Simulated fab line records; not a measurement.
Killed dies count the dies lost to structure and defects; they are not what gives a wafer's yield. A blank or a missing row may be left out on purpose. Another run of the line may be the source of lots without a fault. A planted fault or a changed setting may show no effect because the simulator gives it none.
Which tool was responsible?    flow nand-harc    45 wafers from 15 lots sampled at 2 of the route's 1159 steps

== WHAT EACH GAUGE READ, for each wafer ==
NHARC_THIN_TSV_THK_MEAS_02: measures by ir.
lot   measured      on             thk-nm (nm)
L393  day 18 06:23  film-metro-02  2839 2919 2766
L394  day 18 16:29  film-metro-01  3145 3425 3287
L395  day 18 17:40  film-metro-02  2729 2760 2875
L396  day 18 23:56  film-metro-02  3026 3044 2813
L398  day 19 04:28  film-metro-01  3057 2844 3020
L405  day 21 09:17  film-metro-02  2836 3339 3030
L406  day 21 08:04  film-metro-01  2847 2898 3050
L407  day 21 10:30  film-metro-02  3200 3378 2983
L408  day 22 17:34  film-metro-02  2881 2745 2706
L410  day 22 22:13  film-metro-02  3227 3337 2913
L411  day 22 23:24  film-metro-02  2957 2973 3025
L414  day 23 22:46  film-metro-01  2642 2713 2953
L412  day 24 05:53  film-metro-01  2948 3086 2802
L415  day 24 07:05  film-metro-01  2827 3101 2658
L416  day 24 12:20  film-metro-02  3208 3164 3064

== EACH LOT AND THE TOOL THAT RAN IT (in order: tool; ch and the chambers of the sampled wafers; start) ==
lot   NHARC_A_BONDPAD_PVD_27
L393  pvd-sputter-01, day 18 06:23 or earlier
L394  pvd-sputter-01, day 18 16:29 or earlier
L395  pvd-sputter-01, day 18 17:40 or earlier
L396  pvd-sputter-03, day 18 23:56 or earlier
L398  pvd-sputter-01, day 19 04:28 or earlier
L405  pvd-sputter-01, day 21 09:17 or earlier
L406  pvd-sputter-03, day 21 08:04 or earlier
L407  pvd-sputter-03, day 21 10:30 or earlier
L408  pvd-sputter-01, day 22 17:34 or earlier
L410  pvd-sputter-02, day 22 22:13 or earlier
L411  pvd-sputter-03, day 22 23:24 or earlier
L414  pvd-sputter-01, day 23 22:46 or earlier
L412  pvd-sputter-01, day 24 05:53 or earlier
L415  pvd-sputter-02, day 24 07:05 or earlier
L416  pvd-sputter-03, day 24 12:20 or earlier
- NHARC_A_BONDPAD_PVD_27: deposits Cu, target thk 30 nm, time 20.49 s.

== WHAT THE TOOLS THEMSELVES READ (means of the sampled wafers that have a number; where no wafer has one, the mark that the record gives instead) ==
NHARC_A_BONDPAD_PVD_27.
lot   tool            chamber-pressure-pa (Pa)  throttle-valve-pct (%)
L393  pvd-sputter-01  4.997                     29.8
L394  pvd-sputter-01  5.003                     30.0
L395  pvd-sputter-01  4.991                     30.1
L396  pvd-sputter-03  4.995                     29.1
L398  pvd-sputter-01  5.012                     29.9
L405  pvd-sputter-01  4.996                     30.1
L406  pvd-sputter-03  5.000                     29.2
L407  pvd-sputter-03  5.000                     29.8
L408  pvd-sputter-01  4.994                     29.9
L410  pvd-sputter-02  5.004                     30.5
L411  pvd-sputter-03  4.995                     29.5
L414  pvd-sputter-01  4.999                     30.2
L412  pvd-sputter-01  5.000                     29.9
L415  pvd-sputter-02  4.995                     29.1
L416  pvd-sputter-03  5.006                     28.9

== THE ANSWER, worked out from the rows above alone ==
Rule: what is usual is taken from the lots themselves. Put in order of their means at a reading, lots are off if they are a third of the lots or fewer, leave a main group of 4 or more, and stand apart from it by a gap of 3 or more times the standard deviation of the main group's means; of several such gaps the widest counts. A main group is skipped when, at the precision printed for the reading in the tables above, its means are all equal. A lot without any number at a reading at which 4 lots or more have one is off too. The other lots that the step has rows for count as sound. After the gauges, taken in route order, come the tools' own readings; for these a lot's mean is taken, as printed above. At the first step where some lot is off, the reading lying furthest off is the one used; lots without a number count as furthest.
Across all readings shown, no lot is off: no conclusion can be drawn from this.

== WHAT WAS PUT IN BY THE SIMULATOR ==
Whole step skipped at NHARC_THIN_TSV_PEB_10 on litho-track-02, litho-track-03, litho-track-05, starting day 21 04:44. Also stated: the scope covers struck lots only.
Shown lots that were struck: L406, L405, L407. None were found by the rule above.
